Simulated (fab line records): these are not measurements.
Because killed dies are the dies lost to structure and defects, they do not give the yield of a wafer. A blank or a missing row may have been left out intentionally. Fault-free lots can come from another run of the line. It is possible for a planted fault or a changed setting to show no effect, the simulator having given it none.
Struck lot and sound lot, side by side | flow n5_finfet | 15 out of 1938 route steps
Sound: these wafers, L267.1, L267.2, L267.4. Struck: wafer L278.5 (left out: L278.1, a lot-mate that was not struck); the cause follows at the end.
Order at every step that has rows: each side's tool, ch and its chambers, its first start. Under that, the readings that differ: sound wafers | struck wafers | difference of the means | sigmas: that difference in standard deviations of wafers without a fault.
alike: readings whose means differ by less than 2 such deviations, and words and numbers that are the same on both sides. not compared: withheld readings, readings that some wafer has no value for, bounds like >300 that may hide the same value, and numbers for which the record gives no deviation and whose values overlap.
A row with sigmas, a row that says differs or no value, or rows on one side alone: a step with any of these is where the two part. When numbers do not overlap yet have no deviation, they are printed without sigmas and do not part them. A reading missing from all wafers of one side parts the sides only when that side holds two or more wafers.

first, 1 step without rows for these wafers: N5_BEOL_M11_TRENCH_ETCH_37 (etches SiCOH lowk in C4F6/O2, target depth 148.83 nm, time 48 s).
N5_BEOL_M11_ETCH_41: etches SiCN in CH3F/O2, target depth 42.6 nm, time 86 s.
  sound on rie_diel-01 ch 0,2,3; struck on rie_diel-03 ch 0
  reading                     | sound       | struck | difference | sigmas
  drypump_motor_current_A (A) | 6.2 6.2 5.7 | 5.0    | -1.0       | -2
  alike: oes_product_au, rf_vpp_V, showerhead_plenum_p_Torr, throttle_valve_pct
  not compared: rf_hours_counter_h
N5_BEOL_M11_STRIP_77: strips in N2/H2, time 10 s.
  sound on rie_diel-01 ch 0,2,3; struck on rie_diel-03 ch 0
  reading                     | sound          | struck | difference | sigmas
  drypump_motor_current_A (A) | 6.1 6.2 5.7    | 5.0    | -1.0       | -2
  rf_vpp_V (V)                | 59.3 58.7 58.8 | 56.9   | -2.0       | -2
  alike: oes_product_au, showerhead_plenum_p_Torr, throttle_valve_pct
  not compared: rf_hours_counter_h
N5_BEOL_M11_OCD_MEAS_38:
  sound on ocd-02 at day 11 22:41; struck on ocd-01 at day 14 23:20
  alike: trench_depth_nm
then, 4 steps without rows for these wafers: N5_BEOL_M11_HM_STRIP_39 (strips TiN in peroxide tin strip, target depth 25 nm, time 158 s); N5_BEOL_M11_SRD_40 (time 30 s); N5_BEOL_M11_PRECLEAN_42 (cleans in residue remover, time 60 s); N5_BEOL_M11_SRD_43 (time 30 s).
N5_BEOL_M11_CD_MEAS_35: target cd 70 nm.
  sound on cd_sem-02 at day 11 22:50; struck on cd_sem-01 at day 14 23:30
  alike: cd_nm
N5_BEOL_M11_CURE_72: cures SiCOH lowk, time 120 s.
  sound on uv_cure-03 ch 0, day 11 23:00; struck on uv_cure-03 ch 1, day 14 23:32
  alike: lamp_power_pct, wafer_temp_C_max
N5_BEOL_M11_DEGAS_44: time 60 s.
  sound on pvd_sputter-01 at day 11 23:40; struck on pvd_sputter-03 at day 15 00:07
  alike: heater_power_w
N5_BEOL_M11_PRE_CLEAN_45: time 30 s.
  sound on pvd_sputter-01 at day 11 23:42; struck on pvd_sputter-03 at day 15 00:10
  alike: heater_power_w
N5_BEOL_M11_ALD_74: deposits TaN, target thk 2 nm, pulse time 2 s, purge time 3 s.
  sound on ald_metal-01 ch 0,2,3, day 11 23:47; struck on ald_metal-01 ch 2, day 15 00:15
  reading                                  | sound    | struck | difference | sigmas
  ald_cycles                               | 40 40 40 | 29     | -11        |
  model.TaN_of_BEOL_M11_ALD_74.thk_nm (nm) | 2 2 2    | 1.4    | -0.6       |
  alike: heater_power_w
following that, these wafers have no rows for 1 step: N5_BEOL_M11_SURFACE_TREAT_76.
N5_PASSIVATION_PROBE_49:
  sound on prober-01 at day 13 18:02; struck on prober-02 at day 16 19:35
  reading                  | sound          | struck | difference | sigmas
  defect_limited_yield (%) | 89.9 93.5 92.7 | 88.1   | -3.9       | -3
  killed_at_front_end      | 36 27 32       | 72     | +40        | +3
  killed_dies              | 119 77 86      | 140    | +46        | +3
  killed_open              | 75 45 46       | 98     | +43        | +3
  sort_n_pass              | 1060 1103 1094 | 1040   | -46        | -3
  sort_yield_pct (%)       | 89.8 93.5 92.7 | 88.1   | -3.9       | -3
  alike: killed_at_M0_to_M3, killed_at_M4_up, killed_at_contacts, killed_at_other, killed_short, sort_bin_5_function, sort_bin_6_memory, sort_bin_8_speed
  not compared: sort_bin_4_leakage

== WHERE THEY PART ==
Earliest at N5_BEOL_M11_ETCH_41; latest, in this record, at N5_PASSIVATION_PROBE_49.

WHY: the cause the simulator had injected
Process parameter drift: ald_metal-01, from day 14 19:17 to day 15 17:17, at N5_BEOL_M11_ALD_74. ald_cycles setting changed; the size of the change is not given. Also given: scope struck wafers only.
